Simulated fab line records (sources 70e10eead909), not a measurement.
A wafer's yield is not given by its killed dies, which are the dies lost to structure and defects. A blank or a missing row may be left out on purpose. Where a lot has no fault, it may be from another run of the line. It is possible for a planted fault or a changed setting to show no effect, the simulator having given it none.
fab line records -- flow nand_harc
record: lots: 7, wafers: 20, last_day: 33
route steps=1302 shown A_BLC@1121 END@1302
lots that met no fault: taken from a fault-free run of the same line
start_h: hours from the record's first day to the start of the lot's first wafer shown -- wait_h: hours since the lot's step before -- " as in the row above -- L1.1+2: one row covering several wafers at once -- - value missing, or start not given -- * or withheld: withheld -- < > ~ a bound
route shown NAME@n: a module of which the file shows steps, and the number in the route of the first -- usual: average and standard deviation across the fault-free wafers -- same: alike in all rows -- chamber/n: place in a boat -- sites: the reading at each site -- _std_site: standard deviation across them -- _edge_site: inner sites' mean taken away from outer sites' mean -- radius_mm: for every site, how far away it sits from the centre of the wafer -- mask NAME#n: copy n -- behind: the most recent tool/chamber to have shaped the wafer -- hold: the reason the lot was held/the length of the hold in hours/how it ended -- device: names the non-switching transistor (n, p or np) -- end of line: at the end of the route, the tests of the same wafers -- a step without rows: its recipe alone -- killed: not the wafer's yield, but the dies lost to structure and defects at the first sort -- map: shows each die of a wafer: x if killed, . if not, _ if none is there
set.NAME: the setting the step ran with; set.NAME@STEP: the setting that earlier step ran with -- model.NAME: the simulator's own value behind a step, which no gauge read
lots seen at some steps along the route; tables by step, rows by wafer
services: a tool's chamber out of use, with start hour (start_h, from the record's first day; less than 0 if before it), hours out, and reason
== steps ==
step: NHARC_A_BLC_ETCH_16
recipe: target_depth_a: 390, over_etch_frac: 0.3, time_s: 65, ion_energy_ev: 80, cf4_flow_sccm: 150, ar_flow_sccm: 0, rf_w: 300, bias_w: 100, chemistry: CF4
step: NHARC_A_BLC_ETCH_17
recipe: target_depth_a: 3900, over_etch_frac: 0.25, time_s: 609.38, ion_energy_ev: 200, n2_flow_sccm: 150, h2_flow_sccm: 150, ar_flow_sccm: 0, rf_w: 400, bias_w: 150, chemistry: N2/H2
step: NHARC_A_BLC_ETCH_18
recipe: target_depth_a: 9100, c4f8_flow_sccm: 20, o2_flow_sccm: 10, ar_flow_sccm: withheld, rf_w: 600, bias_w: 1500, chemistry: C4F8/O2/Ar
usual: chamber_pressure_mTorr: 25.000/0.024, oes_product_au: 0.957/0.025, rf_vpp_V: 980/7
lot.wafer,tool,chamber,start_h,wait_h,chamber_pressure_mTorr,oes_product_au,rf_hours_counter_h,rf_vpp_V
L566.3,rie_diel-02,3,-,-,25.012,0.956,1,984
L566.2,rie_diel-02,0,-,-,24.991,0.978,1,986
L566.5,rie_diel-02,0,-,-,25.034,0.982,-,988
L573.4,rie_diel-02,2,-,-,25.030,0.953,3,979
L573.3,rie_diel-02,0,-,-,24.965,0.980,3,987
L573.6,rie_diel-02,1,-,-,24.959,0.972,-,968
L572.4,rie_diel-05,2,-,-,25.014,0.960,3,983
L572.2,rie_diel-05,1,-,-,24.974,0.944,3,979
L572.5,rie_diel-05,2,-,-,25.019,0.948,-,984
L574.2,rie_diel-02,2,-,-,25.003,0.955,6,981
L574.1,rie_diel-02,3,-,-,25.019,0.971,6,983
L574.3,rie_diel-02,1,-,-,25.010,0.991,4,968
L576.4,rie_diel-05,1,-,-,25.041,0.907,6,979
L576.5,rie_diel-05,3,-,-,25.012,0.917,-,970
L584.2,rie_diel-02,0,-,-,25.018,0.976,13,988
L584.4,rie_diel-02,3,-,-,24.974,0.970,13,983
L584.5,rie_diel-02,1,-,-,24.992,0.993,-,968
L583.1,rie_diel-05,3,-,-,24.969,0.919,10,968
L583.2,rie_diel-05,2,-,-,25.051,0.917,11,983
L583.4,rie_diel-05,3,-,-,24.944,0.927,-,967
step: NHARC_A_BLC_CD_MEAS_19
usual: cd_nm: 100.1/2.2
lot.wafer,tool,chamber,start_h,wait_h,cd_nm
L566.2,cd_sem-01,-,589.58,-,100.7
L566.3,cd_sem-01,-,589.58,-,103.5
L566.5,cd_sem-01,-,589.58,-,100.1
L573.3,cd_sem-01,-,617.03,-,103.9
L573.4,cd_sem-01,-,617.03,-,97.3
L573.6,cd_sem-01,-,617.03,-,104.3
L572.2,cd_sem-01,-,626.84,-,96.7
L572.4,cd_sem-01,-,626.84,-,98.0
L572.5,cd_sem-01,-,626.84,-,98.1
L574.1,cd_sem-01,-,638.75,-,102.8
L574.2,cd_sem-01,-,638.75,-,99.0
L574.3,cd_sem-01,-,638.75,-,101.6
L576.4,cd_sem-02,-,670.44,-,100.0
L576.5,cd_sem-02,-,670.44,-,102.0
L584.2,cd_sem-02,-,740.31,-,99.6
L584.4,cd_sem-02,-,740.31,-,99.3
L584.5,cd_sem-02,-,740.31,-,101.1
L583.1,cd_sem-01,-,743.96,-,97.9
L583.2,cd_sem-01,-,743.96,-,96.1
L583.4,cd_sem-01,-,743.96,-,97.0
step: NHARC_A_BLC_STRIP_29
recipe: cf4_flow_sccm: 150, ar_flow_sccm: 0, bias_w: 0, chemistry: CF4
usual: chamber_pressure_mTorr: 49.99/0.048, drypump_motor_current_A: 5.7/0.48, oes_product_au: 0.998/0.012, rf_vpp_V: 59.5/0.87, showerhead_plenum_p_Torr: 1.77/0.08, throttle_valve_pct: 13.285/0.0085
lot.wafer,tool,chamber,start_h,wait_h,chamber_pressure_mTorr,drypump_motor_current_A,oes_product_au,rf_hours_counter_h,rf_vpp_V,showerhead_plenum_p_Torr,throttle_valve_pct
L566.2,rie_diel-02,3,589.68,0.1,49.96,5.1,0.999,1,58.7,1.84,13.283
L566.3,rie_diel-02,0,589.68,0.1,49.97,5.8,1.013,1,59.8,1.89,13.280
L566.5,rie_diel-02,3,589.68,0.1,50.05,5.0,1.004,-,58.5,1.84,13.290
L573.4,rie_diel-02,1,617.11,0.1,50.01,5.1,1.023,2,59.0,1.66,13.287
L573.3,rie_diel-02,2,617.11,0.1,49.96,5.2,0.995,4,59.0,1.80,13.290
L573.6,rie_diel-02,1,617.11,0.1,49.99,5.1,1.024,-,59.6,1.66,13.286
L572.2,rie_diel-05,0,626.91,0.1,50.02,5.3,1.008,3,60.5,1.81,13.293
L572.4,rie_diel-05,1,626.91,0.1,50.01,6.2,0.984,3,59.3,1.78,13.298
L572.5,rie_diel-05,0,626.91,0.1,49.96,5.3,0.993,-,61.5,1.81,13.284
L574.3,rie_diel-05,2,638.82,0.1,49.96,5.8,1.007,4,58.7,1.83,13.283
L574.1,rie_diel-05,0,638.82,0.1,50.02,5.3,0.984,4,59.8,1.81,13.279
L574.2,rie_diel-05,1,638.82,0.1,50.01,6.3,0.989,4,60.3,1.78,13.273
L576.4,rie_diel-05,3,670.53,0.1,50.06,6.3,0.984,6,58.7,1.64,13.290
L576.5,rie_diel-05,1,670.53,0.1,49.91,6.3,0.986,-,58.0,1.77,13.300
L584.2,rie_diel-05,2,740.41,0.1,49.98,5.7,0.992,11,58.1,1.83,13.286
L584.5,rie_diel-05,3,740.41,0.1,49.90,6.3,0.993,-,59.1,1.64,13.299
L584.4,rie_diel-05,0,740.41,0.1,49.98,5.3,0.970,-,59.3,1.81,13.294
L583.2,rie_diel-04,1,744.04,0.1,49.97,5.8,0.992,3,59.2,1.73,13.292
L583.1,rie_diel-04,2,744.04,0.1,49.98,6.7,1.001,10,59.8,1.66,13.288
L583.4,rie_diel-04,3,744.04,0.1,50.02,5.6,0.982,10,58.0,1.65,13.259
step: NHARC_A_BLC_STRIP_21
recipe: o2_flow_sccm: 500, ar_flow_sccm: 0, bias_w: 0, chemistry: O2
step: NHARC_A_BLC_STRIP_22
recipe: time_s: 600, temp_c: 30, chemistry: post_etch_residue_remover
step: NHARC_A_BLC_DEGAS_30
recipe: temp_c: 300, time_s: 60
step: NHARC_A_BLC_PRE_CLEAN_31
recipe: time_s: 15, bias_v: 250, gas: Ar
step: NHARC_A_BLC_PVD_32
recipe: target_thk_a: 50, chamber_pressure_pa: 5, power_w: 5000, substrate_temp_c: 200, time_s: 17.7, material: Ti
usual: throttle_valve_pct: 30.2/0.97
lot.wafer,tool,chamber,start_h,wait_h,throttle_valve_pct
L566.3,pvd_sputter-02,-,-,-,29.6
L566.2,pvd_sputter-02,-,-,-,29.4
L566.5,pvd_sputter-02,-,-,-,29.6
L573.3,pvd_sputter-01,-,-,-,30.1
L573.4,pvd_sputter-01,-,-,-,30.9
L573.6,pvd_sputter-01,-,-,-,30.2
L572.2,pvd_sputter-01,-,-,-,30.5
L572.4,pvd_sputter-01,-,-,-,30.5
L572.5,pvd_sputter-01,-,-,-,30.5
L574.2,pvd_sputter-01,-,-,-,30.4
L574.1,pvd_sputter-01,-,-,-,30.6
L574.3,pvd_sputter-01,-,-,-,29.6
L576.4,pvd_sputter-01,-,-,-,30.7
L576.5,pvd_sputter-01,-,-,-,30.1
L584.2,pvd_sputter-03,-,-,-,32.1
L584.4,pvd_sputter-03,-,-,-,28.6
L584.5,pvd_sputter-03,-,-,-,31.9
L583.2,pvd_sputter-02,-,-,-,29.9
L583.1,pvd_sputter-02,-,-,-,31.0
L583.4,pvd_sputter-02,-,-,-,31.2
step: NHARC_A_BLC_ALD_23
recipe: target_thk_a: 30, pulse_time_s: 1, ald_cycles: 150, temp_c: 450, material: TiN
usual: heater_power_w: 1102/69, precursor_pulse_height_rel: 1.001/0.02
lot.wafer,tool,chamber,start_h,wait_h,heater_power_w,precursor_pulse_height_rel,since_wet_clean_h
L566.3,ald_metal-04,1,590.55,-,1129,1.029,107
L566.2,ald_metal-04,3,590.55,-,1008,0.989,107
L566.5,ald_metal-04,2,590.55,-,1065,1.011,-
L573.4,ald_metal-01,1,617.91,-,1214,1.015,82
L573.3,ald_metal-01,2,617.91,-,1035,0.997,82
L573.6,ald_metal-01,0,617.91,-,1159,0.986,-
L572.4,ald_metal-02,0,627.68,-,1102,1.028,8
L572.2,ald_metal-02,3,627.68,-,1055,0.995,8
L572.5,ald_metal-02,0,627.68,-,1078,0.976,-
L574.3,ald_metal-01,1,639.61,-,1237,0.998,104
L574.1,ald_metal-01,2,639.61,-,1079,1.000,104
L574.2,ald_metal-01,3,639.61,-,1018,0.969,104
L576.4,ald_metal-01,2,671.31,-,1071,1.018,135
L576.5,ald_metal-01,0,671.31,-,1153,0.976,-
L584.2,ald_metal-04,3,741.19,-,1031,1.018,79
L584.4,ald_metal-04,0,741.19,-,1147,0.975,79
L584.5,ald_metal-04,0,741.19,-,1159,0.970,-
L583.4,ald_metal-01,3,744.82,-,1076,0.996,31
L583.2,ald_metal-01,0,744.82,-,1102,1.012,31
L583.1,ald_metal-01,2,744.82,-,1097,0.999,31
step: NHARC_A_BLC_CVD_24
recipe: target_thk_a: 1500, temp_c: 300, pressure_torr: 40, wf6_flow_sccm: 40, h2_flow_sccm: 1600, ar_flow_sccm: 1560, time_s: 434, material: W
usual: heater_power_w: 497/24, throttle_valve_pct: 8.1/0.35
lot.wafer,tool,chamber,start_h,wait_h,heater_power_w,since_wet_clean_h,throttle_valve_pct
L566.2,cvd_w-02,0,-,-,490,128,8.5
L566.3,cvd_w-02,0,-,-,487,-,8.6
L566.5,cvd_w-02,0,-,-,480,-,8.5
L573.3,cvd_w-02,0,-,-,479,-,8.4
L573.4,cvd_w-02,0,-,-,481,-,8.5
L573.6,cvd_w-02,0,-,-,480,-,8.4
L572.2,cvd_w-02,1,-,-,511,165,7.9
L572.4,cvd_w-02,0,-,-,476,-,8.0
L572.5,cvd_w-02,1,-,-,504,-,8.1
L574.1,cvd_w-01,1,-,-,534,66,7.6
L574.2,cvd_w-01,0,-,-,466,66,8.4
L574.3,cvd_w-01,0,-,-,457,-,8.1
L576.4,cvd_w-02,1,-,-,508,-,8.2
L576.5,cvd_w-02,1,-,-,494,-,8.1
L584.2,cvd_w-02,0,-,-,474,98,8.2
L584.4,cvd_w-02,0,-,-,490,-,8.7
L584.5,cvd_w-02,1,-,-,496,-,8.2
L583.1,cvd_w-02,1,-,-,488,101,8.1
L583.2,cvd_w-02,0,-,-,495,101,8.1
L583.4,cvd_w-02,1,-,-,507,-,8.1
step: NHARC_A_BLC_CMP_25
recipe: t_overpolish_s: 30, target_thk_nm: 150
usual: motor_current_A: 12.3/0.9, overpolish_run_s: 29.999/0.0087, time_to_endpoint_s: 30.7/2.6
same: t_overpolish_s: 30
lot.wafer,tool,chamber,start_h,wait_h,motor_current_A,overpolish_run_s,time_to_endpoint_s
L566.3,cmp-02,0,591.30,0.3,13.2,30.001,26.9
L566.2,cmp-02,1,591.30,0.3,12.9,30.000,31.1
L566.5,cmp-02,0,591.30,0.3,12.8,29.998,30.3
L573.3,cmp-03,1,619.06,0.6,12.1,30.009,31.9
L573.4,cmp-03,2,619.06,0.6,11.8,30.002,33.4
L573.6,cmp-03,1,619.06,0.6,11.4,30.016,33.5
L572.4,cmp-03,3,628.41,0.2,11.1,29.992,33.1
L572.2,cmp-03,0,628.41,0.2,12.4,30.000,32.9
L572.5,cmp-03,3,628.41,0.2,10.7,13.184,64.9
L574.3,cmp-03,2,640.48,0.2,12.2,30.008,32.2
L574.2,cmp-03,0,640.48,0.2,12.4,30.006,34.3
L574.1,cmp-03,1,640.48,0.2,11.8,14.976,62.6
L576.4,cmp-03,0,672.43,0.4,13.1,29.992,29.0
L576.5,cmp-03,0,672.43,0.4,13.6,19.917,57.5
L584.2,cmp-03,0,741.97,0.4,13.4,29.990,32.2
L584.4,cmp-03,1,741.97,0.4,12.7,30.000,28.7
L584.5,cmp-03,3,741.97,0.4,10.7,30.012,34.1
L583.1,cmp-02,1,745.54,0.5,12.0,29.999,28.4
L583.4,cmp-02,2,745.54,0.5,13.4,30.007,31.5
L583.2,cmp-02,0,745.54,0.5,12.3,29.998,24.2
step: NHARC_END_SORT_01
recipe: temp_c: 25
usual: killed_at_array: 53/19, killed_at_other: 0.8/1.2, killed_at_periphery: 3.7/2.3, killed_dies: 57/19, killed_open: 3.2/1.7, killed_short: 2.6/1.8
same: gross_dies: 677
lot.wafer,tool,chamber,start_h,wait_h,killed_at_array,killed_at_other,killed_at_periphery,killed_dies,killed_open,killed_short
L566.2,prober-02,0,633.77,2.8,30,1,2,33,3,4
L566.3,prober-02,0,634.57,3.1,31,0,1,32,4,8
L566.5,prober-02,0,636.17,3.7,25,1,0,26,2,1
L573.3,prober-02,0,663.83,3.1,52,4,6,62,1,7
L573.4,prober-02,0,664.62,3.4,80,2,3,85,6,2
L573.6,prober-02,0,666.21,4.0,80,0,1,81,2,2
L572.2,prober-01,0,670.81,2.8,16,0,2,18,0,2
L572.4,prober-01,0,672.41,3.4,22,0,3,25,2,3
L572.5,prober-01,0,673.21,3.7,27,1,3,31,5,3
L574.1,prober-01,0,698.45,2.5,34,0,4,38,4,0
L574.2,prober-01,0,699.26,2.8,55,0,3,58,4,1
L574.3,prober-01,0,700.06,3.1,43,0,1,44,1,2
L576.5,prober-02,0,720.01,3.8,87,0,4,91,1,3
L583.1,prober-01,0,786.93,2.5,48,0,7,55,6,4
L583.2,prober-01,0,787.72,2.8,49,0,5,54,4,4
L583.4,prober-01,0,789.31,3.4,51,0,5,56,2,3
killed by level:class
L566.2 A_CHANNEL_HOLE_D2:chamber_film_flake=9 A_STAIRCASE:chamber_film_flake=6 A_CHANNEL_HOLE_D1:chamber_film_flake=3 A_SLIT:chamber_film_flake=3 A_WL_FILL:geometric_particle:short=2 P_STI:geometric_particle:short=1 P_M1:geometric_particle:open=1 A_CHANNEL_HOLE_D1:geometric_particle:open=1
L566.3 A_CHANNEL_HOLE_D2:chamber_film_flake=8 A_WL_FILL:geometric_particle:short=4 A_CHANNEL_HOLE_D1:chamber_film_flake=3 A_SGD_CUT:geometric_particle:short=2 A_CHANNEL_FILL_D1:chamber_film_flake=2 A_WL_FILL:chamber_film_flake=2 A_STAIRCASE:chamber_film_flake=2 P_M1:geometric_particle:open=1
L566.5 A_CHANNEL_HOLE_D2:chamber_film_flake=9 A_STAIRCASE:chamber_film_flake=6 A_CHANNEL_HOLE_D1:chamber_film_flake=2 A_WL_FILL:chamber_film_flake=2 A_CONTACT:chamber_film_flake=2 A_ONON_D1:geometric_particle:open=1 A_ONON_D2:geometric_particle:open=1 A_WL_FILL:geometric_particle:short=1
L573.3 A_SLIT:chamber_film_flake=28 A_CHANNEL_HOLE_D1:chamber_film_flake=18 THIN_TSV:chamber_film_flake=3 P_M2:geometric_particle:short=2 P_M1:chamber_film_flake=2 P_M0:geometric_particle:short=1 P_M1:geometric_particle:short=1 A_CHANNEL_FILL_D1:geometric_particle:open=1
L573.4 A_SLIT:chamber_film_flake=35 A_CHANNEL_HOLE_D1:chamber_film_flake=30 A_CONTACT:chamber_film_flake=4 A_CHANNEL_FILL_D1:geometric_particle:open=2 A_WL_FILL:geometric_particle:short=2 A_DECK1_JOINT:chamber_film_flake=2 THIN_TSV:chamber_film_flake=2 P_M0:geometric_particle:open=1
L573.6 A_SLIT:chamber_film_flake=40 A_CHANNEL_HOLE_D1:chamber_film_flake=31 A_DECK1_JOINT:chamber_film_flake=2 A_CONTACT:chamber_film_flake=2 P_M0:geometric_particle:short=1 A_ONON_D1:geometric_particle:short=1 A_ONON_D1:geometric_particle:open=1 A_CHANNEL_HOLE_D1:geometric_particle:open=1
L572.2 A_CHANNEL_HOLE_D1:chamber_film_flake=4 A_STAIRCASE:chamber_film_flake=3 P_M1:chamber_film_flake=2 A_CHANNEL_FILL_D2:chamber_film_flake=2 A_ONON_D1:geometric_particle:short=1 A_WL_FILL:geometric_particle:short=1 A_ZERO_WELL:chamber_film_flake=1 A_CHANNEL_FILL_D1:chamber_film_flake=1
L572.4 A_CHANNEL_HOLE_D1:chamber_film_flake=9 A_CHANNEL_FILL_D2:chamber_film_flake=3 A_ONON_D2:geometric_particle:short=2 P_M1:chamber_film_flake=2 A_SLIT:chamber_film_flake=2 A_CONTACT:chamber_film_flake=2 P_M0:geometric_particle:open=1 A_WL_FILL:geometric_particle:short=1
L572.5 A_CHANNEL_HOLE_D1:chamber_film_flake=11 A_CHANNEL_FILL_D2:chamber_film_flake=5 P_M1:chamber_film_flake=2 A_CHANNEL_FILL_D1:chamber_film_flake=2 P_CONTACT:geometric_particle:open=1 A_DECK1_JOINT:geometric_particle:open=1 A_ONON_D2:geometric_particle:open=1 A_CHANNEL_FILL_D2:geometric_particle:short=1
L574.1 A_CHANNEL_HOLE_D2:chamber_film_flake=14 A_CHANNEL_HOLE_D1:chamber_film_flake=13 P_M1:chamber_film_flake=2 A_SLIT:chamber_film_flake=2 P_CONTACT:geometric_particle:open=1 A_SGD_CUT:geometric_particle:open=1 A_CONTACT:geometric_particle:open=1 A_M0:geometric_particle:open=1
L574.2 A_CHANNEL_HOLE_D1:chamber_film_flake=32 A_CHANNEL_HOLE_D2:chamber_film_flake=17 P_M0:geometric_particle:open=1 P_M1:geometric_particle:open=1 A_SOURCE_PLATE:geometric_particle:open=1 A_DECK1_JOINT:geometric_particle:open=1 A_M1:geometric_particle:short=1 P_ZERO_WELL:chamber_film_flake=1
L574.3 A_CHANNEL_HOLE_D1:chamber_film_flake=19 A_CHANNEL_HOLE_D2:chamber_film_flake=16 A_SLIT:chamber_film_flake=3 P_CONTACT:geometric_particle:short=1 A_DECK1_JOINT:geometric_particle:short=1 A_ONON_D2:geometric_particle:open=1 A_DECK1_JOINT:chamber_film_flake=1 A_CHANNEL_FILL_D2:chamber_film_flake=1
L576.5 A_CHANNEL_HOLE_D1:chamber_film_flake=34 A_SLIT:chamber_film_flake=27 A_CHANNEL_HOLE_D2:chamber_film_flake=16 A_DECK1_JOINT:chamber_film_flake=4 A_STAIRCASE:chamber_film_flake=3 P_CONTACT:chamber_film_flake=2 P_GATE:geometric_particle:open=1 P_M0:geometric_particle:short=1
L583.1 A_SLIT:chamber_film_flake=24 A_CHANNEL_HOLE_D1:chamber_film_flake=7 A_CONTACT:chamber_film_flake=6 P_GATE:chamber_film_flake=3 P_CONTACT:geometric_particle:open=2 A_CHANNEL_HOLE_D2:chamber_film_flake=2 P_CONTACT:geometric_particle:short=1 A_SOURCE_PLATE:geometric_particle:open=1
L583.2 A_SLIT:chamber_film_flake=31 A_CHANNEL_HOLE_D1:chamber_film_flake=9 P_GATE:chamber_film_flake=3 A_WL_FILL:geometric_particle:short=2 P_CONTACT:geometric_particle:open=1 A_DECK1_JOINT:geometric_particle:open=1 A_DECK1_JOINT:geometric_particle:short=1 A_ONON_D2:geometric_particle:short=1
L583.4 A_SLIT:chamber_film_flake=33 A_CHANNEL_HOLE_D1:chamber_film_flake=10 A_CONTACT:chamber_film_flake=4 P_GATE:chamber_film_flake=3 P_CONTACT:geometric_particle:short=1 A_ONON_D1:geometric_particle:open=1 A_ONON_D1:geometric_particle:short=1 A_WL_FILL:geometric_particle:open=1
== services ==
tool,chamber,start_h,hours,kind
ald_metal-04,1,566.68,2.9,repair
cmp-03,-,567.55,0.5,repair
rie_diel-02,-,570.91,9.0,pm
pvd_sputter-01,-,582.00,10.0,pm
rie_diel-02,1,582.83,12.4,repair
rie_diel-05,-,583.66,9.0,pm
cmp-03,-,589.68,6.2,repair
cvd_w-02,1,595.38,23.0,repair
pvd_sputter-01,-,599.31,5.2,repair
cmp-03,-,612.66,0.2,repair
cmp-02,-,624.64,4.0,pm
ald_metal-01,-,630.73,0.9,repair
cvd_w-02,-,631.01,13.0,pm
rie_diel-02,0,632.90,13.4,repair
pvd_sputter-02,-,638.00,10.0,pm
rie_diel-02,-,644.17,0.5,repair
ald_metal-01,-,654.81,0.6,repair
cmp-03,-,655.57,4.0,pm
ald_metal-01,0,673.37,18.4,repair
cmp-03,-,681.67,0.6,repair
cmp-03,-,688.73,3.7,repair
ald_metal-01,-,704.01,10.0,pm
pvd_sputter-01,-,733.25,1.5,repair
rie_diel-05,1,738.44,7.6,repair
== key ==
first_sign: step: NHARC_A_BLC_CMP_25, reading: overpolish_run_s, direction: down, sigmas: 99+, usual: 29.999, struck: 16.026
effect: step: NHARC_A_BLC_CMP_25, reading: time_to_endpoint_s, direction: up, sigmas: 12, usual: *, struck: *
met_at NHARC_A_BLC_CMP_25
struck_wafers L572.5,L574.1,L576.5
tester_left_out L572,L574,L576
onset_between 619.06 628.41
fault: kind: process_parameter_drift, tool: cmp-03, chamber: -, onset_h: 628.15, steps: NHARC_A_BLC_CMP_25, channel: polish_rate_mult, offset: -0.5, shape: step, end_h: 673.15, scope: struck_wafers_only
tester_left_out: of these lots the tester's yield and bins aren't shown, on N5 and GAA mostly nor the transistor test; their killed dies are dies lost to structure and defects alone, not to doping, threshold or leakage, so they don't give the yield
